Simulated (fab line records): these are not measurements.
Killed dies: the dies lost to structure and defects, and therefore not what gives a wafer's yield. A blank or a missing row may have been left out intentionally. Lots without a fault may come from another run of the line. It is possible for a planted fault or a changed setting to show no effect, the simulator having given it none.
A struck lot beside a sound one + flow n5-finfet + 16 steps out of a route of 1938
Sound: the wafers L250.2, L250.5, L250.6. Struck: wafers L236.2, L236.4. (L236.6 of the same lot was not struck and is left out.) The cause comes at the end.
For every step that has rows: the tool of each side, followed by ch and its chambers, followed by its first start. Under that, the readings that differ: sound wafers + struck wafers + difference of the means + sigmas: that difference in standard deviations of wafers without a fault.
alike: same words and numbers on both sides, and readings whose means sit less than 2 such deviations apart. not compared: any withheld reading, any reading some wafer has no value for, any bound like >300 that may hide the same value, and any number with overlapping values for which the record gives no deviation.
A row with sigmas, a row that says differs or no value, or rows on one side alone: a step with any of these is where the two part. Non-overlapping numbers with no deviation appear without sigmas and do not part them. A reading missing from all wafers of one side parts the sides only when that side holds two or more wafers.

N5_BEOL_M2_CMP_52: polishes, stops on SiOC, t overpolish 6.8 s, target thk 40 nm.
  sound on cmp-01 ch 0,2,3, day 12 00:55; struck on cmp-01 ch 0,3, day 9 01:36
| reading                      | sound          | struck    | difference | sigmas |
|------------------------------|----------------|-----------|------------|--------|
| barrier-field-endpoint-s (s) | 24.2 24.7 24.6 | 25.8 26.0 | +1.4       | +2     |
| time-to-endpoint-s (s)       | 60 56 59       | 69 69     | +11        | +3     |
  alike: motor-current-A, overpolish-run-s
N5_BEOL_M2_THK_MEAS_53: measures by xrf.
  struck on film-metro-02, day 9 01:49; sound on film-metro-01, day 12 01:08
  alike: M2_THK
N5_BEOL_M2_PRE_CLEAN_60: time 15 s.
  sound on cvd-co-02 ch 1,2, day 12 01:10; struck on cvd-co-01 ch 1,2, day 9 01:52
  alike: heater-power-w, rf-fwd-power-W
then, 2 steps without rows for these wafers: N5_BEOL_M2_CO_CAP_55 (material Co, precursor CCTBA/H2, target thk 2 nm, time 102.1 s); N5_BEOL_M2_PRE_CLEAN_56 (time 15 s).
N5_BEOL_M2_DEP_57: deposits SiCN from 3MS/NH3, target thk 8 nm, time 14 s.
  sound on pecvd-02 ch 0,1,2, day 12 01:20; struck on pecvd-02 ch 0,2, day 9 02:01
  alike: chamber-pressure-Torr, rf-fwd-power-W, showerhead-plenum-p-Torr, throttle-valve-pct
N5_BEOL_M2_RS_MEAS_58: measurement is done with a four-point probe.
  struck on film-metro-02, day 9 02:05; sound on film-metro-02, day 12 01:23
  alike: M2_RS
N5_BEOL_M2_INSPECT_59: inspects for defects (darkfield).
  struck on defect-inspect-02, day 9 02:07; sound on defect-inspect-01, day 12 01:25
  alike: raw-defect-count
N5_BEOL_M3_ILD_DEP_00: deposits SiOC from DEMS/O2, target thk 79 nm, time 15.3 s.
  sound on pecvd-04 ch 0,2, day 12 01:28; struck on pecvd-03 ch 1,2, day 9 02:08
  alike: chamber-pressure-Torr, heater-power-w, rf-fwd-power-W, showerhead-plenum-p-Torr, throttle-valve-pct
N5_BEOL_M3_THK_MEAS_01:
  struck on film-metro-01, day 9 02:13; sound on film-metro-02, day 12 01:32
  alike: M3_ILD_THK
N5_BEOL_M3_PECVD_72: deposits SiO2 from TEOS/O2, target thk 16 nm, time 18 s.
  sound on pecvd-03 ch 1,2, day 12 01:35; struck on pecvd-04 ch 1,2, day 9 02:15
  alike: chamber-pressure-Torr, heater-power-w, rf-fwd-power-W, showerhead-plenum-p-Torr, throttle-valve-pct
then, 1 step without rows for these wafers: N5_BEOL_M3_HM_DEP_02 (deposits TiN, target thk 20 nm).
N5_BEOL_M3_COAT_61: time 60 s, resist thk 60 nm.
  sound on litho-track-03 ch 0, day 12 01:59; struck on litho-track-03 ch 0, day 9 02:26
| reading          | sound             | struck      | difference | sigmas |
|------------------|-------------------|-------------|------------|--------|
| run-length-s (s) | 66.22 65.97 65.95 | 70.37 70.22 | +4.25      | +33    |
then, 1 step without rows for these wafers: N5_BEOL_M3_COAT_62 (time 60 s, resist thk 12 nm).
N5_BEOL_M4_RC_MEAS_101:
  sound on prober-02 ch 0, day 13 08:46; struck on prober-01 ch 0, day 9 17:38
  alike: DIBL_N, DIBL_P, IOFF_N, IOFF_P, ION_N, ION_P, SS_N, SS_P, VT_N, VT_P
-- record jumps: 4 days separate the struck wafers' starts on either side; left off in module BEOL_M4, taken up again in module PASSIVATION, whose first shown step is the route's number 1936 --
N5_PASSIVATION_PROBE_49:
  rows exist in the record for the struck wafers here (prober-02, day 14 02:32), but not for the sound ones

WHERE THEY PART
Last at N5_PASSIVATION_PROBE_49 as far as this record goes, first at N5_BEOL_M2_CMP_52.

WHY: what the simulator had put in
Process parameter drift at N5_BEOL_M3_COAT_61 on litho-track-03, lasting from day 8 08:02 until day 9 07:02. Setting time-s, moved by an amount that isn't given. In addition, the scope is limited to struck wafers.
